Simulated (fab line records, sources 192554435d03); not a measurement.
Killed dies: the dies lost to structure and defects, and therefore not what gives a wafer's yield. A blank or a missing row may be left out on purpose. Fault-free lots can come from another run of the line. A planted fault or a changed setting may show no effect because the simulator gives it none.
Split-lot study / flow n5 finfet / on a route of 1938 steps: 7 lots, 39 wafers read

## ON THE SPLIT
At N5_BEOL_M3_VIA_ETCH_34 (etches the open film in C4F6/O2, target depth 69.4 nm, time 65.9 s), the setting target depth a was moved away from the recipe's 694 angstrom on 18 of the 39 wafers read, by -57.5% to +49.3%. All remaining wafers had this setting at the recipe value.

The split's own step is where the reading is taken.

## THE READING
SOC_of_BEOL_M3_COAT_67.thk nm (the simulator's own value, which no gauge read), in nm, at N5_BEOL_M3_VIA_ETCH_34 (etches the open film in C4F6/O2, target depth 69.4 nm, time 65.9 s). The file does not state a usual value for it. Average 51.8 nm, standard deviation 0.27 nm, over the 21 wafers here run with the recipe.

wafer=L076.1; tool, chamber at the split=rie diel-04, 3; target depth a as run, angstrom=1036; against the recipe=+49.3%; SOC_of_BEOL_M3_COAT_67.thk nm, nm=48; against lot-mates on the recipe=-3.6
wafer=L076.2; tool, chamber at the split=rie diel-04, 0; target depth a as run, angstrom=694; against the recipe=recipe; SOC_of_BEOL_M3_COAT_67.thk nm, nm=51.6; against lot-mates on the recipe=-
wafer=L076.3; tool, chamber at the split=rie diel-04, 1; target depth a as run, angstrom=694; against the recipe=recipe; SOC_of_BEOL_M3_COAT_67.thk nm, nm=51.6; against lot-mates on the recipe=-
wafer=L076.4; tool, chamber at the split=rie diel-04, 2; target depth a as run, angstrom=694; against the recipe=recipe; SOC_of_BEOL_M3_COAT_67.thk nm, nm=51.6; against lot-mates on the recipe=-
wafer=L076.5; tool, chamber at the split=rie diel-04, 3; target depth a as run, angstrom=1036; against the recipe=+49.3%; SOC_of_BEOL_M3_COAT_67.thk nm, nm=47.8; against lot-mates on the recipe=-3.8
wafer=L076.6; tool, chamber at the split=rie diel-04, 2; target depth a as run, angstrom=1036; against the recipe=+49.3%; SOC_of_BEOL_M3_COAT_67.thk nm, nm=47.6; against lot-mates on the recipe=-4.0
wafer=L079.1; tool, chamber at the split=rie diel-04, 0; target depth a as run, angstrom=329.8; against the recipe=-52.5%; SOC_of_BEOL_M3_COAT_67.thk nm, nm=56; against lot-mates on the recipe=+4.4
wafer=L079.2; tool, chamber at the split=rie diel-04, 1; target depth a as run, angstrom=694; against the recipe=recipe; SOC_of_BEOL_M3_COAT_67.thk nm, nm=51.4; against lot-mates on the recipe=-
wafer=L079.3; tool, chamber at the split=rie diel-04, 2; target depth a as run, angstrom=694; against the recipe=recipe; SOC_of_BEOL_M3_COAT_67.thk nm, nm=51.8; against lot-mates on the recipe=-
wafer=L079.4; tool, chamber at the split=rie diel-04, 2; target depth a as run, angstrom=329.8; against the recipe=-52.5%; SOC_of_BEOL_M3_COAT_67.thk nm, nm=56; against lot-mates on the recipe=+4.4
wafer=L079.5; tool, chamber at the split=rie diel-04, 1; target depth a as run, angstrom=694; against the recipe=recipe; SOC_of_BEOL_M3_COAT_67.thk nm, nm=51.6; against lot-mates on the recipe=-
wafer=L079.6; tool, chamber at the split=rie diel-04, 0; target depth a as run, angstrom=329.8; against the recipe=-52.5%; SOC_of_BEOL_M3_COAT_67.thk nm, nm=56; against lot-mates on the recipe=+4.4
wafer=L083.1; tool, chamber at the split=rie diel-04, 1; target depth a as run, angstrom=694; against the recipe=recipe; SOC_of_BEOL_M3_COAT_67.thk nm, nm=51.6; against lot-mates on the recipe=-
wafer=L083.4; tool, chamber at the split=rie diel-04, 3; target depth a as run, angstrom=694; against the recipe=recipe; SOC_of_BEOL_M3_COAT_67.thk nm, nm=51.4; against lot-mates on the recipe=-
wafer=L083.6; tool, chamber at the split=rie diel-04, 1; target depth a as run, angstrom=694; against the recipe=recipe; SOC_of_BEOL_M3_COAT_67.thk nm, nm=51.4; against lot-mates on the recipe=-
wafer=L084.1; tool, chamber at the split=rie diel-05, 3; target depth a as run, angstrom=694; against the recipe=recipe; SOC_of_BEOL_M3_COAT_67.thk nm, nm=51.6; against lot-mates on the recipe=-
wafer=L084.2; tool, chamber at the split=rie diel-05, 1; target depth a as run, angstrom=368.7; against the recipe=-46.9%; SOC_of_BEOL_M3_COAT_67.thk nm, nm=55.4; against lot-mates on the recipe=+3.8
wafer=L084.3; tool, chamber at the split=rie diel-05, 0; target depth a as run, angstrom=368.7; against the recipe=-46.9%; SOC_of_BEOL_M3_COAT_67.thk nm, nm=55.6; against lot-mates on the recipe=+4.0
wafer=L084.4; tool, chamber at the split=rie diel-05, 2; target depth a as run, angstrom=368.7; against the recipe=-46.9%; SOC_of_BEOL_M3_COAT_67.thk nm, nm=55.4; against lot-mates on the recipe=+3.8
wafer=L084.5; tool, chamber at the split=rie diel-05, 1; target depth a as run, angstrom=694; against the recipe=recipe; SOC_of_BEOL_M3_COAT_67.thk nm, nm=51.4; against lot-mates on the recipe=-
wafer=L084.6; tool, chamber at the split=rie diel-05, 2; target depth a as run, angstrom=694; against the recipe=recipe; SOC_of_BEOL_M3_COAT_67.thk nm, nm=51.8; against lot-mates on the recipe=-
wafer=L091.1; tool, chamber at the split=rie diel-01, 3; target depth a as run, angstrom=1025; against the recipe=+47.7%; SOC_of_BEOL_M3_COAT_67.thk nm, nm=48.4; against lot-mates on the recipe=-3.8
wafer=L091.2; tool, chamber at the split=rie diel-01, 2; target depth a as run, angstrom=1025; against the recipe=+47.7%; SOC_of_BEOL_M3_COAT_67.thk nm, nm=48.2; against lot-mates on the recipe=-4.0
wafer=L091.3; tool, chamber at the split=rie diel-01, 1; target depth a as run, angstrom=694; against the recipe=recipe; SOC_of_BEOL_M3_COAT_67.thk nm, nm=52.2; against lot-mates on the recipe=-
wafer=L091.4; tool, chamber at the split=rie diel-01, 1; target depth a as run, angstrom=694; against the recipe=recipe; SOC_of_BEOL_M3_COAT_67.thk nm, nm=52.2; against lot-mates on the recipe=-
wafer=L091.5; tool, chamber at the split=rie diel-01, 2; target depth a as run, angstrom=1025; against the recipe=+47.7%; SOC_of_BEOL_M3_COAT_67.thk nm, nm=48; against lot-mates on the recipe=-4.2
wafer=L091.6; tool, chamber at the split=rie diel-01, 3; target depth a as run, angstrom=694; against the recipe=recipe; SOC_of_BEOL_M3_COAT_67.thk nm, nm=52.2; against lot-mates on the recipe=-
wafer=L094.1; tool, chamber at the split=rie diel-05, 1; target depth a as run, angstrom=965.9; against the recipe=+39.2%; SOC_of_BEOL_M3_COAT_67.thk nm, nm=48.6; against lot-mates on the recipe=-3.3
wafer=L094.2; tool, chamber at the split=rie diel-05, 2; target depth a as run, angstrom=694; against the recipe=recipe; SOC_of_BEOL_M3_COAT_67.thk nm, nm=52; against lot-mates on the recipe=-
wafer=L094.3; tool, chamber at the split=rie diel-05, 3; target depth a as run, angstrom=965.9; against the recipe=+39.2%; SOC_of_BEOL_M3_COAT_67.thk nm, nm=48.8; against lot-mates on the recipe=-3.1
wafer=L094.4; tool, chamber at the split=rie diel-05, 0; target depth a as run, angstrom=694; against the recipe=recipe; SOC_of_BEOL_M3_COAT_67.thk nm, nm=52; against lot-mates on the recipe=-
wafer=L094.5; tool, chamber at the split=rie diel-05, 1; target depth a as run, angstrom=694; against the recipe=recipe; SOC_of_BEOL_M3_COAT_67.thk nm, nm=51.8; against lot-mates on the recipe=-
wafer=L094.6; tool, chamber at the split=rie diel-05, 0; target depth a as run, angstrom=965.9; against the recipe=+39.2%; SOC_of_BEOL_M3_COAT_67.thk nm, nm=48.8; against lot-mates on the recipe=-3.1
wafer=L096.1; tool, chamber at the split=rie diel-01, 0; target depth a as run, angstrom=295; against the recipe=-57.5%; SOC_of_BEOL_M3_COAT_67.thk nm, nm=56.4; against lot-mates on the recipe=+4.4
wafer=L096.2; tool, chamber at the split=rie diel-01, 2; target depth a as run, angstrom=295; against the recipe=-57.5%; SOC_of_BEOL_M3_COAT_67.thk nm, nm=56.6; against lot-mates on the recipe=+4.6
wafer=L096.3; tool, chamber at the split=rie diel-01, 1; target depth a as run, angstrom=694; against the recipe=recipe; SOC_of_BEOL_M3_COAT_67.thk nm, nm=52; against lot-mates on the recipe=-
wafer=L096.4; tool, chamber at the split=rie diel-01, 3; target depth a as run, angstrom=694; against the recipe=recipe; SOC_of_BEOL_M3_COAT_67.thk nm, nm=52; against lot-mates on the recipe=-
wafer=L096.5; tool, chamber at the split=rie diel-01, 2; target depth a as run, angstrom=694; against the recipe=recipe; SOC_of_BEOL_M3_COAT_67.thk nm, nm=52; against lot-mates on the recipe=-
wafer=L096.6; tool, chamber at the split=rie diel-01, 3; target depth a as run, angstrom=295; against the recipe=-57.5%; SOC_of_BEOL_M3_COAT_67.thk nm, nm=56.4; against lot-mates on the recipe=+4.4

THE FIT
A straight line over all 39 wafers: SOC_of_BEOL_M3_COAT_67.thk nm changes by -0.0793 nm for each +1% of target depth a; r = -1.00; the points scatter about the line by 0.23 nm.
The same after taking each lot's own level away (the mean of its wafers on the recipe; 39 wafers): -0.0809 nm for each +1%; r = -1.00; scatter 0.15 nm.
Per that fit: largest target depth a move, reading shift of 4.6 nm.
The span of the lots' own levels, 51.47 to 52.20 nm, comes to 2.7 times the standard deviation stated above.
The two slopes are in agreement: the lot-to-lot level therefore moves the slope only a little.
Check: for one of the wafers moved furthest among these (-57.5%), held out of the fit, the line's prediction against its lot-mates is +4.68 nm. Against them it came out at +4.4 nm.

## THESE WAFERS: OTHER SPLITS
Note: prior to the reading, these wafers also went through further splits. Each is held against what the fit with the lots' levels taken away leaves over:
other split on the same wafers=N5_FIN_SAQP_SPACER1_ALD_24 ald cycles; wafers away from the commonest value=15; r with SOC_of_BEOL_M3_COAT_67.thk nm (lot level and that fit taken away)=-0.21
other split on the same wafers=N5_MOL_CONTACT_COAG_ALD_27 ald cycles; wafers away from the commonest value=15; r with SOC_of_BEOL_M3_COAT_67.thk nm (lot level and that fit taken away)=-0.07

## THE WHOLE CHAIN: every reading that the file lists as answering this split, in the file's order
step=N5_BEOL_M3_VIA_ETCH_34; what it does=etches the open film in C4F6/O2, target depth 69.4 nm, time 65.9 s; reading=etch.depth nm (the simulator's own value, which no gauge read); change (the file's fit)=+0.688 nm for each +1% of the setting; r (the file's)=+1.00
step=N5_BEOL_M3_VIA_ETCH_34; what it does=etches the open film in C4F6/O2, target depth 69.4 nm, time 65.9 s; reading=SOC_of_BEOL_M3_COAT_67.thk nm (the simulator's own value, which no gauge read); change (the file's fit)=-0.0809 nm for each +1% of the setting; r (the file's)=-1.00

## FILE'S OWN FIT
SOC_of_BEOL_M3_COAT_67.thk nm changes by -0.0809 nm for each +1% of target depth a, r = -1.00.
